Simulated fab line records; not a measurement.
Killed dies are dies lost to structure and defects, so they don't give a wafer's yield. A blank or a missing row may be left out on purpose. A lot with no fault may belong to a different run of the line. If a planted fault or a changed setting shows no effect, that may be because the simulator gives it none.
Split-lot trial	flow n5-finfet	route with 1938 steps; 7 lots, 21 wafers read

== SPLIT DETAILS ==
At N5_BEOL_M1_EXPOSE_25 (exposes mask V0, defocus 5 nm, target cd 24 nm), the setting dose-mj was moved away from the recipe's 63 on 7 of the 21 wafers read, by -7.1% to +6.6%. This setting was run at the recipe's value on the other wafers.

== FROM THE SPLIT TO THE READING: what the file shows between them, 2 steps ==
- N5_BEOL_M1_PEB_26: peb time 60 s
- N5_BEOL_M1_DEVELOP_27: develop time 30 s

== THE READING ==
cd-nm, in nm, at N5_BEOL_M1_CD_MEAS_28 (target cd y 23.3 nm). Fault-free wafers of this fab line usually give 24.04 nm, standard deviation 0.26 nm.

wafer	tool, chamber at the split	dose-mj as run	against the recipe	cd-nm, nm	against lot-mates on the recipe
L077.2	euv-scanner-02, 0	63	recipe	23.73	-
L077.4	euv-scanner-02, 0	67.17	+6.6%	25.18	+1.12
L077.6	euv-scanner-02, 0	63	recipe	24.39	-
L079.1	euv-scanner-02, 0	63	recipe	24.20	-
L079.3	euv-scanner-02, 0	63	recipe	23.96	-
L079.6	euv-scanner-02, 0	63	recipe	24.16	-
L081.4	euv-scanner-01, 0	63	recipe	24.15	-
L081.5	euv-scanner-01, 0	65.59	+4.1%	25.10	+1.04
L081.6	euv-scanner-01, 0	63	recipe	23.98	-
L083.2	euv-scanner-01, 0	63	recipe	24.09	-
L083.3	euv-scanner-01, 0	63	recipe	23.69	-
L083.6	euv-scanner-01, 0	63	recipe	23.74	-
L086.1	euv-scanner-02, 0	58.52	-7.1%	23.08	-0.98
L086.4	euv-scanner-02, 0	63	recipe	23.95	-
L086.6	euv-scanner-02, 0	63	recipe	24.17	-
L088.1	euv-scanner-01, 0	64.82	+2.9%	24.76	+1.05
L088.3	euv-scanner-01, 0	63	recipe	23.71	-
L088.6	euv-scanner-01, 0	64.82	+2.9%	24.43	+0.72
L092.2	euv-scanner-02, 0	63	recipe	24.39	-
L092.4	euv-scanner-02, 0	65.86	+4.5%	24.89	+0.50
L092.5	euv-scanner-02, 0	65.86	+4.5%	24.51	+0.12

FIT RESULTS
A straight line over all 21 wafers: cd-nm changes by +0.163 nm for each +1% of dose-mj; r = +0.89; the points scatter about the line by 0.24 nm.
The same after taking each lot's own level away (the mean of its wafers on the recipe; 21 wafers): +0.153 nm for each +1%; r = +0.85; scatter 0.27 nm.
On that fit, the largest move of dose-mj shifts the reading by 1.1 nm.
Measured against the standard deviation above, the lots' own levels, which go from 23.710 to 24.390 nm, span 2.6 times it.
The two slopes are in agreement: the lot-to-lot level therefore moves the slope only a little.
Check: -1.12 nm against its lot-mates is what the line predicts for one of the wafers moved furthest among these (-7.1%) when that wafer is left out of the fit. It came out at -0.98 nm against them.

== ADDITIONAL SPLITS CARRIED BY THESE WAFERS ==
These wafers also went through other splits before the reading. Each is held against what the fit with the lots' levels taken away leaves over:
other split on the same wafers	wafers away from the commonest value	r with cd-nm (lot level and that fit taken away)
N5_MOL_CONTACT_COAG_PECVD_31 temp-c	7	+0.03
N5_MOL_CONTACT_COAG_VIA_ETCH_117 bias-w	6	+0.30
N5_BEOL_M0_SAQP_EXPOSE_11 dose-mj	8	-0.13
N5_BEOL_M0_SAQP_DEVELOP_13 develop-time-s	8	-0.01
N5_BEOL_M0_CUTY_EXPOSE_54 dose-mj	3	-0.43

== FILE'S OWN FIT ==
cd-nm changes by +0.161 nm for each +1% of dose-mj, r = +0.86.
